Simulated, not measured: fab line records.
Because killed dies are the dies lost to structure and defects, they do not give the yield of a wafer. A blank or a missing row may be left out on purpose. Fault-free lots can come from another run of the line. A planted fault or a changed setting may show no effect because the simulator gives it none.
Chamber matching ; flow n5 finfet ; N5_HKMG_FIN_ALD_91 on ald metal-01: 4 sister chambers
The step deposits TiN, target thk 1 nm, pulse time 1 s, purge time 3 s. 8 wafers are shown with their chamber, then 12 later ones without.

## WAFERS PAIRED WITH THEIR CHAMBERS
wafer;chamber;heater power w (W);precursor pulse height rel
L074.1;1;1083;1.036
L081.3;2;809;1.008
L081.5;0;819;1.001
L082.1;0;811;1.003
L082.3;1;1122;0.986
L083.4;3;801;1.019
L083.5;2;813;0.994
L083.6;3;813;1.025

## WAFERS WITHOUT THEIR CHAMBER
wafer;heater power w (W);precursor pulse height rel
L084.1;799;1.021
L084.2;793;1.022
L084.3;1098;0.994
L084.4;796;1.007
L084.5;816;0.973
L084.6;1113;1.000
L093.1;843;1.022
L093.2;1113;1.003
L093.3;799;1.035
L093.4;813;0.999
L093.5;826;1.012
L093.6;1103;0.979

## WHICH CHAMBER EACH ONE RAN IN
wafer;from the rows above;in truth
L084.1;can't be placed: 3 or 2 or 0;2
L084.2;can't be placed: 3 or 2 or 0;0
L084.3;1;1
L084.4;can't be placed: 2 or 3 or 0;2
L084.5;can't be placed: 2 or 0 or 3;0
L084.6;1;1
L093.1;can't be placed: 0 or 3 or 2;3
L093.2;1;1
L093.3;can't be placed: 3 or 2 or 0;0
L093.4;can't be placed: 2 or 0 or 3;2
L093.5;can't be placed: 0 or 2 or 3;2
L093.6;1;1
Correctly placed: 4 of 12. These rows do not allow placing 8 (true chamber among the candidates in 8). 0 placed wrongly.
How it was worked out, from the rows above alone: a wafer's distance from a chamber is the root of the sum, over the readings, of the square of ((its reading less the chamber's mean) divided by the reading's scatter). The wafer belongs to the nearest chamber; if the next one is less than 2 further off, it can't be placed. The mean given for a chamber averages the wafers shown for that chamber. How the scatter is found: for the shown wafers, subtract from each reading the mean of its chamber, square and add these, divide the total by (wafers less chambers), then take the root.
